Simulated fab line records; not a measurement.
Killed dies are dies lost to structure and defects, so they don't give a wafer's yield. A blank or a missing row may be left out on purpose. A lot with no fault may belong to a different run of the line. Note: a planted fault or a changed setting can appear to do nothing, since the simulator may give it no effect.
A struck lot beside a sound one / flow n5Finfet / 15 steps out of a route of 1938
Sound: the wafers L563.1, L563.2, L563.6. Wafers L567.3, L567.5, L567.6 were the ones struck. Last of all comes the cause.
Order at every step that has rows: each side's tool, ch and its chambers, its first start. Under that, the readings that differ: sound wafers / struck wafers / difference of the means / sigmas: that difference in standard deviations of wafers without a fault.
alike: readings whose means differ by less than 2 such deviations, and words and numbers that are the same on both sides. not compared: withheld readings, readings that some wafer has no value for, bounds like >300 that may hide the same value, and numbers for which the record gives no deviation and whose values overlap.
A row with sigmas, a row that says differs or no value, or rows on one side alone: a step with any of these is where the two part. Numbers that have no deviation but don't overlap get no sigmas and don't part them. A reading that every wafer of one side lacks parts them only if that side has two wafers or more.

N5_PASSIVATION_PECVD_00: deposits SiO2 from SiH4/N2O, target thk 200 nm, time 11.2 s.
  sound on pecvd-03 ch 0,1, day 13 03:27; struck on pecvd-03 ch 0,1,2, day 14 15:45
  alike: heaterPowerOuterW, heaterPowerW, showerheadPlenumPTorr, throttleValvePct
N5_MIM_BOT_DEGAS_01: time 60 s.
  sound on pvdSputter-03, day 13 04:41; struck on pvdSputter-03, day 14 16:25
  alike: heaterPowerW
N5_MIM_BOT_SPUTTER_00: material TiN, target thk 35 nm, time 89.7 s.
  sound on pvdSputter-03, day 13 04:43; struck on pvdSputter-03, day 14 16:27
  alike: throttleValvePct
N5_MIM_TOP_ALD_00: deposits Al2O3, purge time 3 s, co reactant pulse time 3 s.
  sound on aldHk-02 ch 0,3, day 13 04:50; struck on aldHk-03 ch 0,2,3, day 14 16:33
  alike: precursorPulseHeightRel
N5_MIM_TOP_ALD_01: deposits HfO2, target thk 5.6 nm, pulse time 1 s, purge time 3 s.
  sound on aldHk-02 ch 0,3; struck on aldHk-03 ch 0,2,3
  alike: precursorPulseHeightRel
then, 7 steps without rows for these wafers: N5_MIM_TOP_ALD_02 (deposits Al2O3, purge time 3 s, co reactant pulse time 3 s); N5_MIM_TOP_DEGAS_04 (time 60 s); N5_MIM_TOP_SPUTTER_03 (material TiN, target thk 35 nm, time 89.7 s); N5_MIM_TOP_LITHO_HMDS_01 (time 60 s); N5_MIM_TOP_LITHO_COAT_02; N5_MIM_TOP_LITHO_EBR_04; N5_MIM_TOP_LITHO_SOFTBAKE_03 (time 90 s).
N5_MIM_TOP_LITHO_EXPOSE_05: exposes mask MIM TOP, target cd 2000 nm.
  sound on krfScanner-01 ch 0, day 13 05:56; struck on krfScanner-01 ch 0, day 14 17:54
reading=exposureDoseMJCm2; sound=20.476 20.471 20.487; struck=20.075 20.048 20.099; difference=-0.404; sigmas=-20
  alike: mask
following that, these wafers have no rows for 1 step: N5_MIM_TOP_LITHO_PEB_06.
N5_PASSIVATION_PROBE_49:
  the record holds rows for the sound wafers here (prober-02, day 13 17:07) but none for the struck ones

## WHERE THEY PART
First at N5_MIM_TOP_LITHO_EXPOSE_05; last, within this record, at N5_PASSIVATION_PROBE_49.

WHY: the cause the simulator had injected
Process parameter drift: krfScanner-01, from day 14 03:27 on, at N5_MIM_TOP_LITHO_EXPOSE_05. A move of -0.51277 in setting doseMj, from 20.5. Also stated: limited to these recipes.
